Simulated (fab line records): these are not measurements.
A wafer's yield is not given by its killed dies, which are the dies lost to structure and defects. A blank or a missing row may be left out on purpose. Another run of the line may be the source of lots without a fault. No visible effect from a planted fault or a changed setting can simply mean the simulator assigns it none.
Matching of chambers || flow nand-harc || 4 sister chambers for NHARC_A_M1_ETCH_35 on rie-diel-01
The step etches the open film in N2/H2, target depth 40 nm, overetch 12 nm, time 43.94 s. 4 wafers are shown with their chamber, then 9 later ones without.

== EACH WAFER AND ITS CHAMBER ==
{"wafer": "L086.6", "chamber": 3, "drypump-motor-current-A (A)": 5.6}
{"wafer": "L090.1", "chamber": 2, "drypump-motor-current-A (A)": 5.6}
{"wafer": "L090.2", "chamber": 1, "drypump-motor-current-A (A)": 5.2}
{"wafer": "L090.5", "chamber": 0, "drypump-motor-current-A (A)": 6.1}

== WAFERS WITH NO CHAMBER GIVEN ==
{"wafer": "L091.1", "drypump-motor-current-A (A)": 6.1}
{"wafer": "L091.5", "drypump-motor-current-A (A)": 5.1}
{"wafer": "L091.6", "drypump-motor-current-A (A)": 6.1}
{"wafer": "L092.1", "drypump-motor-current-A (A)": 5.6}
{"wafer": "L092.2", "drypump-motor-current-A (A)": 5.6}
{"wafer": "L092.5", "drypump-motor-current-A (A)": 5.1}
{"wafer": "L097.1", "drypump-motor-current-A (A)": 6.1}
{"wafer": "L097.3", "drypump-motor-current-A (A)": 5.6}
{"wafer": "L097.6", "drypump-motor-current-A (A)": 5.1}

== CHAMBER TAKEN BY EACH ==
{"wafer": "L091.1", "from the rows above": 0, "in truth": 0}
{"wafer": "L091.5", "from the rows above": 1, "in truth": 1}
{"wafer": "L091.6", "from the rows above": 0, "in truth": 0}
{"wafer": "L092.1", "from the rows above": "can't be placed: 2 or 3", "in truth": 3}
{"wafer": "L092.2", "from the rows above": "can't be placed: 2 or 3", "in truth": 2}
{"wafer": "L092.5", "from the rows above": 1, "in truth": 1}
{"wafer": "L097.1", "from the rows above": 0, "in truth": 0}
{"wafer": "L097.3", "from the rows above": "can't be placed: 2 or 3", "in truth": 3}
{"wafer": "L097.6", "from the rows above": 1, "in truth": 1}
Correctly placed: 6 of 9. Cannot be placed on the basis of these rows: 3; the candidates contain the true chamber in 3. 0 placed wrongly.
How it was worked out, from the rows above alone: a wafer's distance from a chamber is the root of the sum, over the readings, of the square of ((its reading less the chamber's mean) divided by the reading's scatter). The wafer belongs to the nearest chamber; if the next one is less than 2 further off, it can't be placed. For every chamber, the mean is computed from those of its wafers that are shown. The scatter: with one shown wafer a chamber, the root of the mean of the squares of how far each hidden wafer lies from its nearest shown one.
